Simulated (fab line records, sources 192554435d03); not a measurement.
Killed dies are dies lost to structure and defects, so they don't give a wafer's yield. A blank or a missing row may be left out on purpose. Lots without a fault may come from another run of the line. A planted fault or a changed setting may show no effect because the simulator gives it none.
fab line records | flow n5_finfet
record lots=6 wafers=16 last_day=15
route steps=1938 shown BEOL_M9@1410 PASSIVATION@1936
lots that met no fault: from a run of the same line without faults
start_h: hours from the record's first day to the start of the lot's first wafer shown | wait_h: hours since the lot's step before | " the same as in the row above | L1.1+2: a row that stands for several wafers | - no value, or no start given | * or withheld: withheld | < > ~ a bound
route shown NAME@n: a module of which the file shows steps, and the number in the route of the first | usual: mean/standard deviation of fault-free wafers | same: alike in all rows | chamber/n: place in a boat | sites: the reading at each site | _std_site: their standard deviation | _edge_site: outer sites' mean less inner sites' | radius_mm: how far each site lies from the wafer's centre | mask NAME#n: copy n | behind: the tool/chamber that last shaped the wafer | hold: why the lot was held/for how many hours/how that ended | device: the transistor (n, p or np) that didn't switch | end of line: the same wafers' tests at the end of the route | a step without rows: its recipe alone | killed: dies lost to structure and defects at the first sort, not the wafer's yield | map: a wafer's dies, x killed, . not, _ none there
set.NAME: the setting as run; set.NAME@STEP: as run at that earlier step | model.NAME: the simulator's own value behind a step, which no gauge read
lots at some steps of the route; a table a step, a row a wafer
services: from which hour (start_h, from the record's first day; less than 0 if before it) a tool's chamber was out of use, for how many hours, and why
## steps
# step N5_BEOL_M9_SOFTBAKE_06
# recipe temp_c=110 time_s=60 resist=CAR-ArF
# step N5_BEOL_M9_EXPOSE_08
# recipe mask_id=M9 na=1.35 source_shape=dipole sigma_inner=0.411 sigma_outer=0.611 polarization=te dose_mj=53.75
# step N5_BEOL_M9_PEB_09
# recipe peb_temp_c=withheld peb_time_s=60 resist=CAR-ArF
# step N5_BEOL_M9_DEVELOP_10
# recipe develop_time_s=30 developer=TMAH resist=CAR-ArF rinse_liquid=diw dry=air_spin dev_temp_c=23
# step N5_BEOL_M9_CD_MEAS_11
# recipe target_cd_nm=64.1 landing_energy_ev=500 detector=se_inlens polarity=opening
# usual cd_nm=64.2/0.53
# columns lot.wafer tool chamber start_h wait_h cd_nm
L215.3 cd_sem-01 0 233.61 - 64.1
L215.5 " 0 " " 64.6
L215.6 " 0 " " 65.3
L217.2 cd_sem-02 0 251.19 - 64.1
L217.4 " 0 " " 64.1
L217.5 " 0 " " 63.5
L219.1 cd_sem-02 0 257.95 - 64.2
L219.2 " 0 " " 64.1
L219.6 " 0 " " 64.0
L222.1 cd_sem-01 0 268.96 - 64.2
L222.6 " 0 " " 64.2
L224.1 cd_sem-02 0 286.68 - 64.6
L224.3 " 0 " " 64.0
L224.5 " 0 " " 64.1
L227.3 cd_sem-02 0 312.39 - 64.7
L227.6 " 0 " " 64.7
# step N5_BEOL_M9_OVL_MEAS_12
# recipe points_per_wafer=44
# usual M9_OVL=-0.3/0.73
# columns lot.wafer tool chamber start_h wait_h M9_OVL[nm]
L215.3 overlay-02 0 233.64 0.0 1.5
L215.5 " 0 " " 1.4
L215.6 " 0 " " 0.5
L217.2 overlay-02 0 251.22 0.0 -0.1
L217.4 " 0 " " -0.3
L217.5 " 0 " " 0.9
L219.1 overlay-02 0 257.98 0.0 -1.2
L219.2 " 0 " " -0.4
L219.6 " 0 " " 0.4
L222.1 overlay-01 0 268.99 0.0 -0.9
L222.6 " 0 " " 0.0
L224.1 overlay-01 0 286.71 0.0 0.2
L224.3 " 0 " " -0.7
L224.5 " 0 " " -1.2
L227.3 overlay-02 0 312.42 0.0 0.1
L227.6 " 0 " " 0.4
# step N5_BEOL_M9_INSPECT_13
# recipe mode=adi inspect_instrument=brightfield
# usual raw_defect_count=432/81
# columns lot.wafer tool chamber start_h wait_h raw_defect_count
L215.3 defect_inspect-02 - 233.66 0.0 476
L215.5 " - " " 284
L215.6 " - " " 425
L217.2 defect_inspect-02 - 251.24 0.0 351
L217.4 " - " " 385
L217.5 " - " " 332
L219.1 defect_inspect-01 - 258.00 0.0 602
L219.2 " - " " 643
L219.6 " - " " 594
L222.1 defect_inspect-02 - 269.02 0.0 462
L222.6 " - " " 517
L224.1 defect_inspect-01 - 286.74 0.0 467
L224.3 " - " " 387
L224.5 " - " " 513
L227.3 defect_inspect-01 - 312.44 0.0 343
L227.6 " - " " 370
# step N5_BEOL_M9_DESCUM_16
# recipe chemistry=O2 time_s=7.9 source_power_w=50 bias_power_w=20 pressure_mtorr=20 rf_frequency_hz=2.712e+07 temp_c=40 resist=CAR-ArF o2_flow_sccm=225
# usual drypump_motor_current_A=5.7/0.32 oes_product_au=0.75/0.072 rf_vpp_V=243.0/1.3 showerhead_plenum_p_Torr=2.08/0.073 throttle_valve_pct=20.52/0.21
# columns lot.wafer tool chamber start_h wait_h drypump_motor_current_A oes_product_au rf_hours_counter_h rf_vpp_V showerhead_plenum_p_Torr throttle_valve_pct
L215.3 rie_diel-03 3 233.86 0.2 5.2 0.73 196 242.2 2.07 20.46
L215.5 " 0 " " 5.4 0.70 - 241.6 2.05 20.50
L215.6 " 3 " " 5.2 0.73 - 243.2 2.07 20.45
L217.2 rie_diel-03 0 252.59 1.3 5.4 0.69 223 241.7 2.05 20.51
L217.4 " 1 " " 6.2 0.69 - 243.9 1.99 20.67
L217.5 " 3 " " 5.2 0.73 - 242.1 2.06 20.46
L219.1 rie_diel-03 3 258.04 0.0 5.2 0.73 206 243.6 2.06 20.49
L219.2 " 0 " " 5.4 0.70 225 243.2 2.05 20.50
L219.6 " 0 " " 5.4 0.70 - 242.2 2.05 20.53
L222.1 rie_diel-03 3 269.06 0.0 5.2 0.72 210 242.6 2.06 20.49
L222.6 " 1 " " 6.2 0.69 - 241.5 1.99 20.69
L224.1 rie_diel-05 3 286.77 0.0 6.1 0.85 48 244.6 2.21 20.55
L224.3 " 2 " " 5.6 0.83 76 243.2 2.11 20.25
L224.5 " 2 " " 5.6 0.82 - 242.6 2.11 20.24
L227.3 rie_diel-05 0 312.47 0.0 5.8 0.73 189 241.2 2.00 20.75
L227.6 " 1 " " 5.7 0.71 - 242.0 2.06 20.04
# step N5_BEOL_M9_ETCH_61
# recipe chemistry=CF4 target=SiARC target_depth_a=390 mask_material=CAR-ArF time_s=65 ion_energy_ev=80 pressure_mtorr=40 source_w=545 bias_w=36 Ar_flow_sccm=100 cf4_flow_sccm=100 ends=cleared
# usual drypump_motor_current_A=5.7/0.32 etch_rf_on_time_s=64.2/1.7 oes_product_au=0.64/0.057 rf_vpp_V=184.0/1.1 showerhead_plenum_p_Torr=2.14/0.067 throttle_valve_pct=15.74/0.18
# columns lot.wafer tool chamber start_h wait_h drypump_motor_current_A etch_rf_on_time_s oes_product_au rf_hours_counter_h rf_vpp_V showerhead_plenum_p_Torr throttle_valve_pct
L215.3 rie_diel-03 3 233.90 0.0 5.2 63.6 0.62 196 183.2 2.14 15.74
L215.5 " 0 " " 5.4 64.6 0.60 - 183.4 2.12 15.80
L215.6 " 3 " " 5.2 63.0 0.63 - 183.7 2.14 15.76
L217.2 rie_diel-03 0 252.62 0.0 5.4 64.6 0.60 223 183.8 2.12 15.82
L217.4 " 1 " " 6.2 62.2 0.61 - 182.0 2.04 15.88
L217.5 " 3 " " 5.2 62.9 0.62 - 183.0 2.14 15.77
L219.1 rie_diel-03 3 258.07 0.0 5.2 64.0 0.62 206 183.6 2.14 15.78
L219.2 " 0 " " 5.4 65.1 0.60 225 182.5 2.12 15.82
L219.6 " 0 " " 5.4 65.0 0.59 - 184.2 2.12 15.82
L222.1 rie_diel-03 3 269.10 0.0 5.2 63.0 0.63 210 184.6 2.13 15.79
L222.6 " 1 " " 6.2 62.5 0.61 - 183.4 2.04 15.90
L224.1 rie_diel-05 3 286.81 0.0 6.1 66.9 0.71 48 185.4 2.26 15.69
L224.3 " 2 " " 5.6 61.8 0.73 76 185.5 2.16 15.48
L224.5 " 2 " " 5.6 61.4 0.73 - 186.9 2.16 15.47
L227.3 rie_diel-05 3 312.51 0.0 6.1 67.5 0.70 56 183.6 2.26 15.70
L227.6 " 2 " " 5.6 61.5 0.72 - 183.8 2.16 15.48
# step N5_BEOL_M9_ETCH_62
# recipe chemistry=N2/H2 target=SOC target_depth_a=1100 overetch_a=220 mask_material=SiARC temp_c=40 time_s=165 ion_energy_ev=200 pressure_mtorr=30 source_w=840 bias_w=150 n2_flow_sccm=200 h2_flow_sccm=200
# usual drypump_motor_current_A=5.7/0.32 oes_product_au=0.63/0.057 rf_vpp_V=523.6/2.5 showerhead_plenum_p_Torr=2.53/0.088 throttle_valve_pct=17.96/0.2
# columns lot.wafer tool chamber start_h wait_h drypump_motor_current_A oes_product_au rf_hours_counter_h rf_vpp_V showerhead_plenum_p_Torr throttle_valve_pct
L215.3 rie_diel-03 3 233.95 0.0 5.3 0.62 196 522.9 2.53 18.05
L215.5 " 0 " " 5.4 0.60 - 522.8 2.52 18.16
L215.6 " 3 " " 5.2 0.61 - 523.3 2.53 18.04
L217.2 rie_diel-03 0 252.67 0.0 5.4 0.59 223 523.3 2.52 18.16
L217.4 " 1 " " 6.2 0.58 - 519.9 2.42 18.10
L217.5 " 3 " " 5.2 0.61 - 522.8 2.52 18.05
L219.1 rie_diel-03 3 258.12 0.0 5.2 0.62 206 523.4 2.52 18.06
L219.2 " 0 " " 5.4 0.59 225 523.7 2.52 18.15
L219.6 " 0 " " 5.4 0.59 - 523.3 2.52 18.15
L222.1 rie_diel-03 3 269.15 0.0 5.3 0.61 210 521.8 2.52 18.07
L222.6 " 1 " " 6.3 0.59 - 520.1 2.41 18.11
L224.1 rie_diel-05 3 286.86 0.0 6.1 0.71 48 528.1 2.69 17.98
L224.3 " 2 " " 5.6 0.70 76 524.5 2.57 17.66
L224.5 " 2 " " 5.6 0.70 - 525.0 2.57 17.68
L227.3 rie_diel-05 0 312.56 0.0 5.9 0.61 189 521.2 2.42 17.99
L227.6 " 1 " " 5.8 0.59 - 524.6 2.51 17.59
# step N5_BEOL_M9_STRIP_68
# recipe chemistry=N2/H2 temp_c=40 n2_flow_sccm=200 h2_flow_sccm=200 rf_frequency_hz=6e+07
# step N5_BEOL_M9_STRIP_67
# recipe chemistry=CF4 resist=SiARC power_w=300 bias_power_w=75 pressure_mtorr=50 cf4_flow_sccm=150 rf_frequency_hz=6e+07
# usual drypump_motor_current_A=5.7/0.32 oes_product_au=0.75/0.067 rf_vpp_V=271.0/1.5 showerhead_plenum_p_Torr=1.80/0.053 throttle_valve_pct=13.73/0.19
# columns lot.wafer tool chamber start_h wait_h drypump_motor_current_A oes_product_au rf_hours_counter_h rf_vpp_V showerhead_plenum_p_Torr throttle_valve_pct
L215.3 rie_diel-03 3 234.09 0.0 5.3 0.73 196 270.3 1.79 13.72
L215.5 " 0 " " 5.4 0.70 - 270.1 1.78 13.81
L215.6 " 3 " " 5.3 0.73 - 271.6 1.79 13.73
L217.2 rie_diel-03 0 252.82 0.0 5.4 0.70 224 270.8 1.78 13.84
L217.4 " 1 " " 6.2 0.69 - 269.1 1.72 13.89
L217.5 " 3 " " 5.2 0.72 - 271.3 1.79 13.74
L219.1 rie_diel-03 3 258.27 0.0 5.2 0.72 206 271.3 1.79 13.76
L219.2 " 0 " " 5.4 0.70 225 271.1 1.78 13.83
L219.6 " 0 " " 5.4 0.69 - 270.7 1.78 13.83
L222.1 rie_diel-03 3 269.29 0.0 5.2 0.72 210 270.8 1.79 13.76
L222.6 " 1 " " 6.3 0.69 - 268.6 1.71 13.91
L224.1 rie_diel-05 3 287.00 0.0 6.1 0.84 48 272.7 1.89 13.60
L224.3 " 2 " " 5.6 0.83 76 270.9 1.81 13.45
L224.5 " 2 " " 5.6 0.82 - 272.8 1.81 13.44
L227.3 rie_diel-05 0 312.70 0.0 5.8 0.72 189 269.2 1.74 14.03
L227.6 " 1 " " 5.7 0.70 - 269.9 1.79 13.52
# step N5_BEOL_M9_HM_OPEN_17
# recipe chemistry=Cl2/BCl3 target_depth_a=200 overetch_a=60 target=TiN mask_material=SOC ion_energy_ev=150 pressure_mtorr=10 icp_w=1000 bias_w=126 Cl2_flow_sccm=53.25 bcl3_flow_sccm=21.75 Ar_flow_sccm=25
# usual drypump_motor_current_A=5.45/0.24 oes_product_au=0.67/0.068 throttle_valve_pct=22.35/0.23
# columns lot.wafer tool chamber start_h wait_h drypump_motor_current_A oes_product_au rf_hours_counter_h throttle_valve_pct model.SOC_of_BEOL_M9_COAT_59.thk_nm
L215.3 rie_metal-01 1 234.16 0.1 5.32 0.70 - 21.91 92.4
L215.5 " 1 " " 5.34 0.70 - 21.87 92
L215.6 " 0 " " 5.48 0.57 - 22.64 92.2
L217.2 rie_metal-02 0 252.86 0.0 5.62 0.63 48 22.37 92
L217.4 " 1 " " 5.06 0.76 - 22.50 91.6
L217.5 " 1 " " 5.06 0.77 - 22.51 91.4
L219.1 rie_metal-01 1 258.31 0.0 5.32 0.70 25 21.90 89.4
L219.2 " 0 " " 5.48 0.57 95 22.65 92.4
L219.6 " 0 " " 5.46 0.57 - 22.63 92.2
L222.1 rie_metal-01 0 269.34 0.0 5.49 0.56 96 22.64 88.8
L222.6 " 0 " " 5.46 0.57 - 22.64 92.4
L224.1 rie_metal-02 1 287.04 0.0 5.07 0.76 15 22.49 92
L224.3 " 0 " " 5.63 0.63 - 22.37 92.4
L224.5 " 1 " " 5.05 0.76 - 22.48 92.2
L227.3 rie_metal-03 0 312.78 0.1 5.44 0.65 - 22.28 91.8
L227.6 " 1 " " 5.85 0.73 - 22.43 91.6
# step N5_BEOL_M9_STRIP_19
# recipe chemistry=O2 power_w=400 temp_c=40 pressure_mtorr=30 rf_frequency_hz=6e+07 bias_power_w=0 overash_fraction=0.2 o2_flow_sccm=225
# usual drypump_motor_current_A=5.78/0.21 oes_product_au=0.77/0.079 rf_vpp_V=3.6/0.59 showerhead_plenum_p_Torr=2.10/0.068 throttle_valve_pct=16.75/0.22
# same overash_fraction=0.2
# columns lot.wafer tool chamber start_h wait_h drypump_motor_current_A oes_product_au rf_hours_counter_h rf_vpp_V showerhead_plenum_p_Torr throttle_valve_pct
L215.3 rie_diel-05 1 234.25 0.1 5.73 0.73 180 3.8 2.07 16.38
L215.5 " 0 " " 5.83 0.76 - 2.9 2.01 16.96
L215.6 " 3 " " 6.14 0.88 - 2.2 2.22 16.74
L217.2 rie_diel-06 0 252.99 0.1 5.83 0.72 174 4.4 2.09 16.94
L217.4 " 1 " " 5.92 0.72 193 4.3 2.19 16.90
L217.5 " 3 " " 5.77 0.87 - 3.2 2.14 16.87
L219.1 rie_diel-05 2 258.42 0.1 5.58 0.83 70 3.3 2.11 16.47
L219.2 " 0 " " 5.85 0.74 172 2.8 2.01 16.98
L219.6 " 1 " " 5.74 0.71 - 2.1 2.07 16.39
L222.1 rie_diel-05 2 269.45 0.1 5.59 0.83 74 4.0 2.11 16.48
L222.6 " 0 " " 5.85 0.74 - 3.5 2.01 16.99
L224.1 rie_diel-05 0 287.15 0.1 5.85 0.74 181 4.3 2.01 16.99
L224.3 " 3 " " 6.12 0.85 48 3.8 2.22 16.75
L224.5 " 0 " " 5.85 0.73 - 3.4 2.01 17.01
L227.3 rie_diel-05 0 312.86 0.1 5.82 0.71 190 2.8 2.00 17.02
L227.6 " 1 " " 5.72 0.71 - 3.4 2.06 16.40
# step N5_PASSIVATION_PROBE_49
# usual defect_limited_yield=91.1/1.4 killed_at_M0_to_M3=33/9.1 killed_at_M4_up=14/5.6 killed_at_contacts=13/5.7 killed_at_front_end=42/12 killed_at_other=4/3 killed_dies=105/16 killed_open=69/11 killed_short=34/7.5 sort_bin_5_function=5.2/0.91 sort_bin_6_memory=3.3/0.64 sort_n_pass=1075/16 sort_yield_pct=91.1/1.4
# same gross_dies=1180 killed_at_back_side=0 sort_bin_4_leakage[%]=0 sort_bin_8_speed[%]=0
# columns lot.wafer tool chamber start_h wait_h defect_limited_yield[%] killed_at_M0_to_M3 killed_at_M4_up killed_at_contacts killed_at_front_end killed_at_other killed_dies killed_open killed_short sort_bin_5_function[%] sort_bin_6_memory[%] sort_n_pass sort_yield_pct[%]
L215.3 prober-01 - 297.04 0.1 91.0 41 9 16 34 6 106 68 37 5.4 3.1 1074 91.0
L215.5 prober-01 - 297.14 0.2 92.7 37 13 7 23 6 86 55 28 4.2 2.8 1094 92.7
L215.6 prober-01 - 297.19 0.3 92.0 29 28 9 25 3 94 61 33 4.8 3.1 1086 92.0
L219.1 prober-02 - 310.88 0.0 93.5 27 16 6 26 2 77 54 23 4.2 1.9 1103 93.5
L219.2 prober-02 - 310.93 0.1 92.6 30 12 8 36 1 87 59 27 4.1 3.1 1093 92.6
L219.6 prober-02 - 311.13 0.3 92.0 40 10 16 25 3 94 56 37 4.8 2.7 1086 92.0
L217.2 prober-01 - 311.06 0.2 90.3 36 11 17 45 6 115 76 38 5.0 4.2 1065 90.3
L217.4 prober-01 - 311.16 0.3 91.4 28 24 10 38 1 101 65 33 5.5 2.4 1079 91.4
L217.5 prober-01 - 311.21 0.4 91.9 23 13 12 46 1 95 66 22 4.6 3.0 1085 91.9
L222.1 prober-02 - 326.50 0.0 91.9 31 10 14 33 7 95 66 29 3.8 4.0 1085 91.9
L227.3 prober-01 - 368.36 0.1 91.1 30 9 15 34 17 105 69 36 5.8 2.6 1075 91.1
L227.6 prober-01 - 368.51 0.3 93.9 30 7 10 20 5 72 55 17 3.9 1.7 1108 93.9
# killed by level:class
L215.3 MOL_CONTACT_COAG:geometric_particle:open=15 BEOL_M2:geometric_particle:open=9 BEOL_M3:geometric_particle:open=8 FIN_SAQP:geometric_particle:short=5 BEOL_M1:geometric_particle:open=5 GATE_CUT:geometric_particle:short=4 BEOL_M0_SAQP:geometric_particle:open=4 BEOL_M3:geometric_particle:short=4
L215.5 BEOL_M3:geometric_particle:open=10 BEOL_M2:geometric_particle:open=9 BEOL_M0_SAQP:geometric_particle:short=7 BEOL_M4:geometric_particle:open=5 FIN_SAQP:geometric_particle:open=4 FIN_CUT:geometric_particle:open=3 MOL_CONTACT_COAG:geometric_particle:short=3 MOL_CONTACT_COAG:geometric_particle:open=3
L215.6 MOL_CONTACT_COAG:geometric_particle:open=7 BEOL_M0_SAQP:geometric_particle:short=7 BEOL_M0_SAQP:geometric_particle:open=7 BEOL_M7:geometric_particle:open=7 BEOL_M2:geometric_particle:open=5 FIN_SAQP:geometric_particle:open=4 BEOL_M4:geometric_particle:open=4 BEOL_M7:geometric_particle:short=4
L219.1 FIN_SAQP:geometric_particle:open=11 BEOL_M2:geometric_particle:open=11 BEOL_M3:geometric_particle:open=6 BEOL_M4:geometric_particle:open=6 FIN_SAQP:geometric_particle:short=4 MOL_CONTACT_COAG:geometric_particle:open=4 BEOL_M5:geometric_particle:short=4 GATE_CUT:geometric_particle:short=3
L219.2 BEOL_M3:geometric_particle:open=9 BEOL_M2:geometric_particle:open=8 FIN_SAQP:geometric_particle:open=6 MOL_CONTACT_COAG:geometric_particle:open=6 GATE_CUT:geometric_particle:open=6 BEOL_M4:geometric_particle:open=6 BEOL_M0:geometric_particle:open=5 FIN_SAQP:geometric_particle:short=4
L217.2 MOL_CONTACT_COAG:geometric_particle:open=13 BEOL_M0_SAQP:geometric_particle:open=13 BEOL_M0_SAQP:geometric_particle:short=8 FIN_SAQP:geometric_particle:short=7 FIN_SAQP:geometric_particle:open=7 BEOL_M3:geometric_particle:open=7 STI_FIN_REVEAL:geometric_particle:open=6 DUMMY_GATE:geometric_particle:open=5
L219.6 MOL_CONTACT_COAG:geometric_particle:open=11 FIN_SAQP:geometric_particle:open=9 FIN_SAQP:geometric_particle:short=9 BEOL_M2:geometric_particle:open=9 BEOL_M3:geometric_particle:open=7 BEOL_M2:geometric_particle:short=5 MOL_CONTACT_COAG:geometric_particle:short=4 BEOL_M0:geometric_particle:open=4
L217.4 BEOL_M4:geometric_particle:open=12 STI_FIN_REVEAL:geometric_particle:open=10 MOL_CONTACT_COAG:geometric_particle:open=10 FIN_SAQP:geometric_particle:short=9 BEOL_M0_SAQP:geometric_particle:short=7 BEOL_M0_SAQP:geometric_particle:open=5 FIN_SAQP:geometric_particle:open=4 BEOL_M5:geometric_particle:open=4
L217.5 STI_FIN_REVEAL:geometric_particle:open=15 MOL_CONTACT_COAG:geometric_particle:open=10 BEOL_M4:geometric_particle:open=6 FIN_SAQP:geometric_particle:open=5 DUMMY_GATE:geometric_particle:open=5 BEOL_M0_SAQP:geometric_particle:short=4 BEOL_M1:geometric_particle:open=4 HKMG_FIN:area_etch=4
L222.1 BEOL_M0_SAQP:geometric_particle:open=12 MOL_CONTACT_COAG:geometric_particle:open=10 DUMMY_GATE:geometric_particle:open=9 FIN_SAQP:geometric_particle:open=8 BEOL_M0_SAQP:geometric_particle:short=7 BEOL_M3:geometric_particle:open=7 FIN_SAQP:geometric_particle:short=4 MOL_CONTACT_COAG:geometric_particle:short=4
L227.3 MOL_CONTACT_COAG:geometric_particle:open=13 STI_FIN_REVEAL:geometric_particle:open=8 BEOL_M2:geometric_particle:open=6 BEOL_M0_SAQP:geometric_particle:short=6 FIN_SAQP:geometric_particle:open=5 BEOL_M0:geometric_particle:open=4 BEOL_M1:geometric_particle:open=4 BEOL_M5:geometric_particle:open=4
L227.6 MOL_CONTACT_COAG:geometric_particle:open=9 BEOL_M0_SAQP:geometric_particle:short=8 BEOL_M3:geometric_particle:open=8 STI_FIN_REVEAL:geometric_particle:open=5 GATE_CUT:geometric_particle:open=4 BEOL_M0_SAQP:geometric_particle:open=4 BEOL_M4:geometric_particle:open=4 DUMMY_GATE:geometric_particle:open=3
## services
# columns tool chamber start_h hours kind
rie_diel-03 2 214.25 38.8 repair
rie_diel-06 0 270.40 9.1 repair
rie_diel-05 2 270.47 12.0 repair
rie_metal-03 - 272.56 2.8 pm
rie_diel-05 3 312.55 6.6 repair
## key
first_sign none at tools or gauges
model_effect step=N5_BEOL_M9_HM_OPEN_17 value=SOC_of_BEOL_M9_COAT_59.thk_nm without=92.5 struck=89.1
met_at N5_BEOL_M9_HM_OPEN_17
struck_wafers L219.1,L222.1
onset_between 234.16 258.31
fault kind=process_parameter_drift tool=rie_metal-01 chamber=- onset_h=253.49 steps=N5_BEOL_M9_HM_OPEN_17 channel=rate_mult offset=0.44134 shape=step end_h=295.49 scope=struck_wafers_only
